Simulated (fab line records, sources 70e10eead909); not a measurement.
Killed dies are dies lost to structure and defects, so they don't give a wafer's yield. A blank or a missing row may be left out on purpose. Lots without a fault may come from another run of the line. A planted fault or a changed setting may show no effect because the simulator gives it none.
Problem report in the 8D (eight disciplines) form, filled by code | flow nand_harc | the parts of the form that need people (team, actions taken, sign-off) are left out

1. THE PROBLEM
killed_at_array at NHARC_END_SORT_01 reads a mean of 66 on 1 wafer of 1 lot; wafers without a fault read 24 with a standard deviation of 8.8. That is +4.8 standard deviations from the usual mean.
First seen on wafer L111.6, day 24 06:25, on prober-02. The record holds 3 wafers of 1 lot with a number at this step. Rule for "out", or "out of limits": more than 4 standard deviations from the usual mean. The other wafers with a number count as sound.

2. WHAT IT IS AND WHAT IT IS NOT
question                    | is                           | is not
which readings at this step | killed_at_array, killed_dies | killed_at_other, killed_at_periphery, killed_open, killed_short
which lots                  | L111                         | -
which wafers of those lots  | L111.6                       | L111.2, L111.4
read on which gauges        | prober-02                    | -
when                        | from day 24 06:25            | up to then (2 sound wafers)

3. SUSPECTS, AND WHAT RULES EACH OUT
Counting: a tool at a process step up to the reading stays a suspect if it ran every lot that is out. Sound lots after the first of them don't rule it out here, since some wafers of a struck lot are sound.
- the gauge at NHARC_END_SORT_01: kept. All the wafers that are out were read on prober-02, and no step on other tools shows them out.
- wet_bench-04 at NHARC_A_STAIRCASE_STRIP_255 (strips in SPM, time 900 s): kept. It ran the lot that is out, L111 (day 15 13:35).
- rie_diel-08 at NHARC_HYBRID_BOND_ACTIVATE_00 (chemistry N2, time 60 s): kept. It ran the lot that is out, L111 (day 22 21:56).
- pvd_sputter-03 at NHARC_THIN_TSV_PRE_CLEAN_50 (time 30 s): kept. It ran the lot that is out, L111 (day 24 03:14). NHARC_THIN_TSV_PRE_CLEAN_50 gives no start for some lots, so the hours and the order of its lots are those of NHARC_END_SORT_01.
- Within wet_bench-04 at NHARC_A_STAIRCASE_STRIP_255: the wafers that are out ran in chamber 5; their sound lot-mates ran in chambers 0, 6.
- Within rie_diel-08 at NHARC_HYBRID_BOND_ACTIVATE_00: the wafers that are out ran in chamber 3; their sound lot-mates ran in chambers 0, 2.
Left after counting: wet_bench-04 at NHARC_A_STAIRCASE_STRIP_255, rie_diel-08 at NHARC_HYBRID_BOND_ACTIVATE_00, pvd_sputter-03 at NHARC_THIN_TSV_PRE_CLEAN_50, prober-02 at NHARC_END_SORT_01.

4. THE CAUSE (what the simulator had put in)
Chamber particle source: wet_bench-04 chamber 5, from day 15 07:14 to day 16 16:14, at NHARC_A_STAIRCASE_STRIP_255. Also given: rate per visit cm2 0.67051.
Counting left 4 suspects, and this tool is among them.

5. THE CHAIN OF EFFECTS, in route order
Each row: a reading whose mean over the struck wafers that have a number lies more than 3 standard deviations from the usual. Only readings for which the record gives a usual standard deviation are gone through. hours: the time from each lot's start at the first step in this table that gives one to its start at this step, as a median over the lots. sigmas: the change in usual standard deviations.
hours | step              | reading         | usual | on struck wafers | change | sigmas
0     | NHARC_END_SORT_01 | killed_at_array | 24    | 66               | +42    | +4.8
0     | NHARC_END_SORT_01 | killed_dies     | 28    | 69               | +41    | +4.4

6. WHAT WOULD HAVE CAUGHT IT SOONER
In this record the first reading out of limits at a measuring or inspecting step was taken at day 24 06:25, 215 hours after the fault began at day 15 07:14.
Of the tool readings at NHARC_A_STAIRCASE_STRIP_255 for which the record gives a usual standard deviation, none was out on any struck wafer, so an alarm limit of 4 standard deviations on them would not have fired.
All the lots that are out (1) had begun NHARC_A_STAIRCASE_STRIP_255 on wet_bench-04 by day 24 06:25. A hold on the tool at that time would have spared none of them.
